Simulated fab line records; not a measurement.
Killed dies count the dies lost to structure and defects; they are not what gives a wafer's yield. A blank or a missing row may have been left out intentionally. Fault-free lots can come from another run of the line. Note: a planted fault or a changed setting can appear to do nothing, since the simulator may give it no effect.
Split-lot experiment	flow n5-finfet	route with 1938 steps; 7 lots, 39 wafers read

== ABOUT THE SPLIT ==
At N5_FIN_SAQP_HM_DEP_03 (deposits SiNx from SiH4/NH3/N2, target thk 38 nm, time 33.6 s), the setting target-thk-a was moved away from the recipe's 380 angstrom on 12 of the 39 wafers read, by -11.5% to +11.2%. This setting was run at the recipe's value on the other wafers.

== FROM THE SPLIT TO THE READING: what the file shows between them, 9 steps ==
- N5_FIN_SAQP_THK_MEAS_05
- N5_FIN_SAQP_MANDREL_ETCH_22: etches a-Si in HBr/Cl2, stops on SiNx, target depth 60 nm, bt time 10 s, time 30 s (also split here: icp-w)
- N5_FIN_SAQP_STRIP_55: strips in N2/H2
- N5_FIN_SAQP_STRIP_23: strips in SPM, time 750 s
- N5_FIN_SAQP_MANDREL2_REMOVE_60: chemistry HBr/Cl2/O2, target a-Si, stops on SiNx, bt time 10 s
- N5_FIN_SAQP_HM_OPEN_33: chemistry CH3F/O2, target SiNx, target depth 49.4 nm, time 70.6 s
- N5_FIN_SAQP_ETCH_34: etches SiO2 in C4F6/O2, target depth 45 nm, time 15 s
- N5_FIN_SAQP_STRIP_77: strips in N2/H2, time 90 s
- N5_FIN_SAQP_ETCH_64: etches SiO2 in CF4, target depth 1.5 nm

== THE READING ==
SiNx_of_FIN_SAQP_HM_DEP_03.thk-nm (the simulator's own value, which no gauge read), in nm, at N5_FIN_SAQP_FIN_ETCH_36 (etches the open film in HBr/Cl2/O2, target depth 120 nm, time 50.4 s). The file gives no usual value for it. Average 21.0 nm, standard deviation 0.55 nm, over the 27 wafers here run with the recipe.

wafer	tool, chamber at the split	target-thk-a as run, angstrom	against the recipe	SiNx_of_FIN_SAQP_HM_DEP_03.thk-nm, nm	against lot-mates on the recipe
L077.1	pecvd-03, 0	359.2	-5.5%	18.6	-2.5
L077.2	pecvd-03, 1	380	recipe	20.8	-
L077.3	pecvd-03, 1	380	recipe	21.2	-
L077.4	pecvd-03, 0	359.2	-5.5%	19.2	-1.9
L077.5	pecvd-03, 1	380	recipe	21.4	-
L077.6	pecvd-03, 0	359.2	-5.5%	19.6	-1.5
L078.2	pecvd-03, 1	380	recipe	20.8	-
L078.3	pecvd-03, 1	380	recipe	21.6	-
L078.5	pecvd-03, 0	380	recipe	21.4	-
L079.1	pecvd-02, 2	380	recipe	21	-
L079.2	pecvd-02, 1	422.4	+11.2%	24.4	+3.6
L079.3	pecvd-02, 0	380	recipe	20.6	-
L079.4	pecvd-02, 2	380	recipe	20.8	-
L079.5	pecvd-02, 0	422.4	+11.2%	25.8	+5.0
L079.6	pecvd-02, 1	422.4	+11.2%	24.8	+4.0
L080.1	pecvd-01, 0	336.4	-11.5%	16.4	-4.6
L080.2	pecvd-01, 1	380	recipe	21	-
L080.3	pecvd-01, 2	336.4	-11.5%	16.2	-4.8
L080.4	pecvd-01, 0	380	recipe	20.4	-
L080.5	pecvd-01, 1	380	recipe	21.6	-
L080.6	pecvd-01, 2	336.4	-11.5%	17.2	-3.8
L082.1	pecvd-03, 1	380	recipe	21	-
L082.2	pecvd-03, 0	380	recipe	20.4	-
L082.6	pecvd-03, 2	380	recipe	20.4	-
L082.3	pecvd-03, 2	380	recipe	19.8	-
L082.4	pecvd-03, 0	380	recipe	21.2	-
L082.5	pecvd-03, 1	380	recipe	21.4	-
L095.1	pecvd-01, 0	380	recipe	20.4	-
L095.2	pecvd-01, 1	380	recipe	20.8	-
L095.3	pecvd-01, 2	380	recipe	20.2	-
L095.6	pecvd-01, 0	380	recipe	20.2	-
L095.4	pecvd-01, 2	380	recipe	21.4	-
L095.5	pecvd-01, 1	380	recipe	21.6	-
L097.1	pecvd-02, 1	345.6	-9.1%	16.6	-4.9
L097.2	pecvd-02, 0	345.6	-9.1%	17.4	-4.1
L097.3	pecvd-02, 2	380	recipe	20.6	-
L097.4	pecvd-02, 0	380	recipe	21.8	-
L097.5	pecvd-02, 1	345.6	-9.1%	17.6	-3.9
L097.6	pecvd-02, 2	380	recipe	22	-

THE FIT
A straight line over all 39 wafers: SiNx_of_FIN_SAQP_HM_DEP_03.thk-nm changes by +0.377 nm for each +1% of target-thk-a; r = +0.96; the points scatter about the line by 0.55 nm.
The same after taking each lot's own level away (the mean of its wafers on the recipe; 39 wafers): +0.397 nm for each +1%; r = +0.97; scatter 0.53 nm.
According to that fit, moving target-thk-a by its largest amount changes the reading by 4.6 nm.
From 20.70 to 21.47 nm: that is the span of the lots' own levels, equal to 1.4 times the standard deviation above.
So the lot-to-lot level changes the slope little: the two slopes agree.
Check: -4.6 nm against its lot-mates is what the line predicts for one of the wafers moved furthest among these (-11.5%) when that wafer is left out of the fit. It came out at -4.6 nm against them.

== ADDITIONAL SPLITS CARRIED BY THESE WAFERS ==
Other splits were also applied to these wafers ahead of the reading. Each is held against what the fit with the lots' levels taken away leaves over:
other split on the same wafers	wafers away from the commonest value	r with SiNx_of_FIN_SAQP_HM_DEP_03.thk-nm (lot level and that fit taken away)
N5_FIN_SAQP_MANDREL_ETCH_22 icp-w	15	+0.07

== THE WHOLE CHAIN: every reading that the file lists as answering this split, in the file's order ==
step	what it does	reading	change (the file's fit)	r (the file's)
N5_FIN_SAQP_HM_DEP_03	deposits SiNx from SiH4/NH3/N2, target thk 38 nm, time 33.6 s	SiNx_of_FIN_SAQP_HM_DEP_03.thk-nm (the simulator's own value, which no gauge read)	+0.412 nm for each +1% of the setting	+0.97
N5_FIN_SAQP_THK_MEAS_05		thk-nm	withheld for each +1% of the setting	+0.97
N5_FIN_SAQP_HM_OPEN_33	chemistry CH3F/O2, target SiNx, target depth 49.4 nm, time 70.6 s	etch-rf-on-time-s	withheld for each +1% of the setting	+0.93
N5_FIN_SAQP_HM_OPEN_33	chemistry CH3F/O2, target SiNx, target depth 49.4 nm, time 70.6 s	etch.depth-nm (the simulator's own value, which no gauge read)	+0.411 nm for each +1% of the setting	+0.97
N5_FIN_SAQP_FIN_ETCH_36	etches the open film in HBr/Cl2/O2, target depth 120 nm, time 50.4 s	SiNx_of_FIN_SAQP_HM_DEP_03.thk-nm (the simulator's own value, which no gauge read)	+0.399 nm for each +1% of the setting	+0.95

== FILE'S OWN FIT ==
SiNx_of_FIN_SAQP_HM_DEP_03.thk-nm changes by +0.399 nm for each +1% of target-thk-a, r = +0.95.
